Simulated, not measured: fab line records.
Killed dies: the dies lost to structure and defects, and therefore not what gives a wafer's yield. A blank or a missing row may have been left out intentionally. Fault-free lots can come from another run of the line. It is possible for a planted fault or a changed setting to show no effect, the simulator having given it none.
Which tool did it?	flow n5 finfet	72 wafers from 24 lots sampled at 6 of the route's 1938 steps

WHAT THE GAUGES READ, wafer by wafer
N5_BEOL_M9_CD_MEAS_18: pitch 140 nm, target cd 70 nm.
lot	measured	on	cd nm (nm)
L074	day 9 14:00	cd sem-01	69.6 69.5 70.3
L075	day 9 21:55	cd sem-03	70.5 70.7 71.0
L076	day 10 05:55	cd sem-01	68.7 69.3 70.2
L077	day 10 06:07	cd sem-01	69.5 70.0 70.4
L078	day 10 16:25	cd sem-01	68.9 68.9 68.0
L079	day 10 17:51	cd sem-03	69.8 70.2 70.2
L080	day 11 03:53	cd sem-02	69.8 68.9 69.3
L082	day 11 06:18	cd sem-03	70.3 70.2 70.3
L081	day 11 07:29	cd sem-02	68.0 68.8 69.5
L083	day 11 15:47	cd sem-03	69.3 70.1 70.2
L085	day 11 22:16	cd sem-01	68.9 68.4 69.1
L084	day 12 01:31	cd sem-03	69.2 68.9 69.4
L086	day 13 01:01	cd sem-03	68.9 69.3 68.6
L087	day 13 04:36	cd sem-02	70.2 70.6 70.9
L089	day 13 09:57	cd sem-03	68.9 68.5 68.1
L088	day 13 15:04	cd sem-03	69.8 69.9 70.2
L091	day 13 19:42	cd sem-01	70.3 70.9 69.9
L090	day 14 13:04	cd sem-02	71.0 70.1 71.0
L092	day 15 02:06	cd sem-02	71.2 70.5 70.0
L093	day 15 21:13	cd sem-03	68.3 69.4 68.9
L096	day 16 00:32	cd sem-01	69.0 68.7 68.6
L094	day 16 00:42	cd sem-01	69.8 70.7 70.1
L097	day 17 02:24	cd sem-01	69.8 69.5 69.1
L095	day 17 14:07	cd sem-02	69.9 68.6 68.8

N5_BEOL_M9_CD_MEAS_35: target cd 70 nm, target cd y 40 nm.
lot	measured	on	cd nm (nm)
L074	day 9 17:53	cd sem-03	69.5 69.3 70.7
L075	day 9 22:57	cd sem-02	70.6 70.3 70.4
L076	day 10 07:01	cd sem-03	68.9 69.3 69.8
L077	day 10 07:25	cd sem-02	69.4 70.0 69.8
L078	day 10 18:55	cd sem-01	68.4 69.2 68.0
L079	day 10 19:16	cd sem-01	70.2 69.9 69.8
L080	day 11 05:06	cd sem-01	70.2 68.9 69.0
L082	day 11 10:16	cd sem-03	70.0 69.9 69.8
L081	day 11 09:51	cd sem-03	67.6 68.8 69.7
L083	day 11 19:04	cd sem-03	69.3 70.2 69.9
L085	day 12 00:38	cd sem-03	68.7 68.2 69.2
L084	day 12 04:01	cd sem-01	69.5 68.3 69.0
L086	day 13 03:35	cd sem-01	69.1 69.1 68.4
L087	day 13 06:51	cd sem-02	70.0 70.5 70.8
L089	day 13 11:05	cd sem-03	68.4 69.1 67.8
L088	day 13 18:34	cd sem-01	69.5 70.3 70.0
L091	day 13 22:22	cd sem-02	70.5 70.7 69.7
L090	day 14 17:40	cd sem-03	70.9 70.1 70.5
L092	day 15 03:29	cd sem-03	70.5 70.3 70.5
L093	day 16 00:11	cd sem-01	68.7 69.3 68.5
L096	day 16 03:52	cd sem-01	69.0 68.4 68.2
L094	day 16 03:26	cd sem-01	70.0 70.7 70.6
L097	day 17 04:25	cd sem-03	69.5 69.0 69.5
L095	day 17 16:46	cd sem-02	69.7 68.1 68.3

WHAT TOOL EACH LOT RAN ON (gives the tool, then ch and the chambers of the sampled wafers, and finally the start)
lot	N5_BEOL_M8_STRIP_36	N5_BEOL_M8_PRE_CLEAN_45	N5_BEOL_M9_VIA_ETCH_34	N5_BEOL_M9_TRENCH_ETCH_37
L074	rie diel-05 ch 0,2,3, day 9 08:33	pvd sputter-02, day 9 09:23	rie diel-06 ch 0,2,3, day 9 17:27	rie diel-06 ch 0,2,3, day 9 17:53 or earlier
L075	rie diel-05 ch 0,3, day 9 15:31	pvd sputter-03, day 9 17:22	rie diel-04 ch 1,2, day 9 22:31	rie diel-04 ch 1,2, day 9 22:57 or earlier
L076	rie diel-03 ch 0,1,3, day 9 20:40	pvd sputter-03, day 9 21:32	rie diel-04 ch 0,2,3, day 10 06:36	rie diel-04 ch 0,2,3, day 10 07:01 or earlier
L077	rie diel-03 ch 0,3, day 9 21:04	pvd sputter-03, day 9 21:53	rie diel-02 ch 0,1,3, day 10 06:59	rie diel-02 ch 0,1,3, day 10 07:25 or earlier
L078	rie diel-05 ch 2,3, day 10 08:49	pvd sputter-03, day 10 10:07	rie diel-04 ch 0,2,3, day 10 18:29	rie diel-04 ch 0,2,3, day 10 18:55 or earlier
L079	rie diel-05 ch 1,2,3, day 10 11:00	pvd sputter-01, day 10 11:52	rie diel-06 ch 0,1,3, day 10 18:50	rie diel-06 ch 0,1,3, day 10 19:16 or earlier
L080	rie diel-01 ch 1,2,3, day 10 21:19	pvd sputter-03, day 10 22:22	rie diel-04 ch 0,1,2, day 11 04:41	rie diel-04 ch 0,1,2, day 11 05:06 or earlier
L082	rie diel-05 ch 0,2, day 11 00:28	pvd sputter-01, day 11 02:29	rie diel-02 ch 0,1, day 11 09:50	rie diel-02 ch 0,1, day 11 10:16 or earlier
L081	rie diel-03 ch 0,2,3, day 11 02:17	pvd sputter-01, day 11 03:13	rie diel-06 ch 1,2,3, day 11 09:26	rie diel-06 ch 1,2,3, day 11 09:51 or earlier
L083	rie diel-01 ch 0,2,3, day 11 09:55	pvd sputter-02, day 11 10:44	rie diel-02 ch 0,1,3, day 11 18:38	rie diel-02 ch 0,1,3, day 11 19:04 or earlier
L085	rie diel-03 ch 1,2,3, day 11 15:32	pvd sputter-02, day 11 16:28	rie diel-04 ch 1,2,3, day 12 00:13	rie diel-04 ch 1,2,3, day 12 00:38 or earlier
L084	rie diel-03 ch 0,3, day 11 15:56	pvd sputter-02, day 11 16:54	rie diel-02 ch 0,3, day 12 03:34	rie diel-02 ch 0,3, day 12 04:01 or earlier
L086	rie diel-05 ch 0,1,3, day 12 18:00	pvd sputter-03, day 12 20:28	rie diel-04 ch 1,2,3, day 13 03:10	rie diel-04 ch 1,2,3, day 13 03:35 or earlier
L087	rie diel-03 ch 0,3, day 12 23:58	pvd sputter-03, day 13 00:50	rie diel-02 ch 0,1, day 13 06:19	rie diel-02 ch 0,1, day 13 06:51 or earlier
L089	rie diel-03 ch 0,2,3, day 13 04:51	pvd sputter-03, day 13 06:17	rie diel-04 ch 1,2, day 13 10:40	rie diel-04 ch 1,2, day 13 11:05 or earlier
L088	rie diel-03 ch 0,2, day 13 09:42	pvd sputter-01, day 13 10:32	rie diel-06 ch 0,2, day 13 18:08	rie diel-06 ch 0,2, day 13 18:34 or earlier
L091	rie diel-05 ch 0,1,2, day 13 13:44	pvd sputter-03, day 13 14:29	rie diel-06 ch 2,3, day 13 21:56	rie diel-06 ch 2,3, day 13 22:22 or earlier
L090	rie diel-05 ch 0,1, day 14 05:56	pvd sputter-03, day 14 07:07	rie diel-04 ch 0,1,3, day 14 17:14	rie diel-04 ch 0,1,3, day 14 17:40 or earlier
L092	rie diel-05 ch 1,2,3, day 14 20:49	pvd sputter-01, day 14 21:37	rie diel-02 ch 2,3, day 15 03:04	rie diel-02 ch 2,3, day 15 03:29 or earlier
L093	rie diel-03 ch 1,2,3, day 15 12:53	pvd sputter-01, day 15 13:55	rie diel-06 ch 0,1,3, day 15 23:46	rie diel-06 ch 0,1,3, day 16 00:11 or earlier
L096	rie diel-05 ch 0,1, day 15 15:13	pvd sputter-02, day 15 19:41	rie diel-06 ch 0,1, day 16 03:26	rie diel-06 ch 0,1, day 16 03:52 or earlier
L094	rie diel-03 ch 0,2,3, day 15 15:23	pvd sputter-01, day 15 19:45	rie diel-06 ch 0,2, day 16 03:01	rie diel-06 ch 0,2, day 16 03:26 or earlier
L097	rie diel-01 ch 2,3, day 16 19:07	pvd sputter-01, day 16 20:25	rie diel-04 ch 1,3, day 17 03:59	rie diel-04 ch 1,3, day 17 04:25 or earlier
L095	rie diel-05 ch 0,1,3, day 17 07:52	pvd sputter-03, day 17 08:39	rie diel-02 ch 0,1, day 17 16:20	rie diel-02 ch 0,1, day 17 16:46 or earlier
- N5_BEOL_M8_STRIP_36: strips in N2/H2.
- N5_BEOL_M8_PRE_CLEAN_45: time 30 s.
- N5_BEOL_M9_VIA_ETCH_34: etches SiCOH lowk in C4F6/O2, target depth 182.4 nm, time 68.4 s.
- N5_BEOL_M9_TRENCH_ETCH_37: etches SiCOH lowk in C4F6/O2, target depth 151.43 nm, time 49 s.

WHAT THE TOOLS THEMSELVES READ (means of the sampled wafers that have a number; where no wafer has one, the mark that the record gives instead)
N5_BEOL_M8_STRIP_36.
lot	tool	drypump motor current A (A)	oes product au (a.u.)	rf vpp V (V)	showerhead plenum p Torr (Torr)	throttle valve pct (%)
L074	rie diel-05	6.1	0.71	57.4	2.47	23.58
L075	rie diel-05	6.1	0.70	60.2	2.39	23.52
L076	rie diel-03	5.8	0.79	59.0	2.51	23.52
L077	rie diel-03	5.5	0.69	58.9	2.47	23.73
L078	rie diel-05	6.1	0.72	59.8	2.48	23.55
L079	rie diel-05	6.0	0.71	59.3	2.50	23.64
L080	rie diel-01	5.8	0.86	58.2	2.62	23.69
L082	rie diel-05	6.1	0.79	59.3	2.65	23.60
L081	rie diel-03	5.5	0.80	59.9	2.50	23.64
L083	rie diel-01	5.5	0.84	60.1	2.64	23.72
L085	rie diel-03	5.5	0.86	59.7	2.45	23.38
L084	rie diel-03	5.5	0.69	60.3	2.47	23.77
L086	rie diel-05	5.9	0.85	59.1	2.52	23.32
L087	rie diel-03	5.8	0.67	58.9	2.53	23.80
L089	rie diel-03	5.5	0.76	57.6	2.49	23.65
L088	rie diel-03	5.9	0.75	58.6	2.56	23.69
L091	rie diel-05	5.9	0.84	59.6	2.59	23.44
L090	rie diel-05	5.7	0.90	59.8	2.54	23.25
L092	rie diel-05	5.9	0.87	58.3	2.59	23.44
L093	rie diel-03	5.5	0.92	60.2	2.55	23.29
L096	rie diel-05	5.9	0.86	58.9	2.61	23.30
L094	rie diel-03	5.5	0.94	58.5	2.59	23.37
L097	rie diel-01	5.7	0.81	60.8	2.64	23.92
L095	rie diel-05	5.9	0.88	59.5	2.61	23.27

N5_BEOL_M8_PRE_CLEAN_45.
lot	tool	heater power w (W)
L074	pvd sputter-02	316
L075	pvd sputter-03	357
L076	pvd sputter-03	348
L077	pvd sputter-03	377
L078	pvd sputter-03	382
L079	pvd sputter-01	318
L080	pvd sputter-03	357
L082	pvd sputter-01	320
L081	pvd sputter-01	320
L083	pvd sputter-02	329
L085	pvd sputter-02	331
L084	pvd sputter-02	322
L086	pvd sputter-03	348
L087	pvd sputter-03	335
L089	pvd sputter-03	334
L088	pvd sputter-01	327
L091	pvd sputter-03	352
L090	pvd sputter-03	357
L092	pvd sputter-01	319
L093	pvd sputter-01	327
L096	pvd sputter-02	316
L094	pvd sputter-01	321
L097	pvd sputter-01	323
L095	pvd sputter-03	352

N5_BEOL_M9_VIA_ETCH_34.
lot	tool	drypump motor current A (A)	oes product au (a.u.)	rf vpp V (V)	showerhead plenum p Torr (Torr)	throttle valve pct (%)
L074	rie diel-06	5.7	0.79	663	2.82	20.89
L075	rie diel-04	5.4	0.82	684	2.83	21.00
L076	rie diel-04	5.1	0.82	668	2.84	20.97
L077	rie diel-02	5.3	0.73	664	2.86	20.88
L078	rie diel-04	5.2	0.81	667	2.84	20.97
L079	rie diel-06	5.6	0.77	659	2.86	20.89
L080	rie diel-04	5.4	0.78	672	2.86	20.95
L082	rie diel-02	5.6	0.74	658	2.81	20.85
L081	rie diel-06	5.8	0.79	665	2.85	21.03
L083	rie diel-02	5.3	0.73	663	2.86	20.89
L085	rie diel-04	5.5	0.78	670	2.87	20.97
L084	rie diel-02	5.1	0.71	668	2.91	20.92
L086	rie diel-04	5.5	0.78	669	2.86	20.99
L087	rie diel-02	5.6	0.73	659	2.81	20.88
L089	rie diel-04	5.3	0.79	684	2.82	21.04
L088	rie diel-06	5.5	0.78	664	2.81	20.92
L091	rie diel-06	6.0	0.76	668	2.80	21.05
L090	rie diel-04	5.5	0.75	658	2.89	20.94
L092	rie diel-02	5.4	0.76	671	2.94	20.93
L093	rie diel-06	5.5	0.81	658	2.84	20.83
L096	rie diel-06	5.3	0.76	658	2.89	20.94
L094	rie diel-06	5.2	0.82	660	2.81	20.69
L097	rie diel-04	5.6	0.75	656	2.90	20.97
L095	rie diel-02	5.4	0.87	659	2.79	20.75

N5_BEOL_M9_TRENCH_ETCH_37.
lot	tool	drypump motor current A (A)	oes product au (a.u.)	rf vpp V (V)	showerhead plenum p Torr (Torr)	throttle valve pct (%)
L074	rie diel-06	5.6	0.79	663	2.82	20.91
L075	rie diel-04	5.4	0.80	683	2.83	21.01
L076	rie diel-04	5.1	0.82	668	2.84	21.01
L077	rie diel-02	5.3	0.73	664	2.86	20.90
L078	rie diel-04	5.2	0.81	667	2.84	21.00
L079	rie diel-06	5.6	0.77	659	2.86	20.92
L080	rie diel-04	5.4	0.79	671	2.86	20.98
L082	rie diel-02	5.6	0.73	659	2.81	20.88
L081	rie diel-06	5.8	0.79	663	2.85	21.07
L083	rie diel-02	5.3	0.72	664	2.86	20.92
L085	rie diel-04	5.5	0.79	670	2.87	21.00
L084	rie diel-02	5.1	0.71	668	2.91	20.95
L086	rie diel-04	5.5	0.78	669	2.87	21.01
L087	rie diel-02	5.6	0.72	659	2.81	20.91
L089	rie diel-04	5.4	0.79	683	2.82	21.06
L088	rie diel-06	5.5	0.78	667	2.81	20.95
L091	rie diel-06	6.0	0.77	668	2.80	21.08
L090	rie diel-04	5.5	0.75	658	2.89	20.97
L092	rie diel-02	5.4	0.76	671	2.94	20.94
L093	rie diel-06	5.6	0.81	659	2.84	20.85
L096	rie diel-06	5.3	0.77	658	2.89	20.97
L094	rie diel-06	5.2	0.82	660	2.81	20.72
L097	rie diel-04	5.6	0.75	657	2.90	21.00
L095	rie diel-02	5.4	0.87	660	2.79	20.77

THE ANSWER, worked out from the rows above alone
Rule: the lots themselves supply what counts as usual. Put in order of their means at a reading, lots are off if they are a third of the lots or fewer, leave a main group of 4 or more, and stand apart from it by a gap of 3 or more times the standard deviation of the main group's means; of several such gaps the widest counts. Not used: any main group whose means are identical at the precision the tables above print for the reading. Also off: a lot with no number at a reading for which 4 or more lots have one. The other lots that the step has rows for count as sound. The gauges are gone through in route order, then the tools' own readings, and for those a lot's mean is taken as printed above. At the first step where some lot is off, the reading lying furthest off is the one used; lots without a number count as furthest.
No lot is off on any of the readings shown, so nothing can be concluded from this.

WHAT HAD BEEN PUT IN BY THE SIMULATOR
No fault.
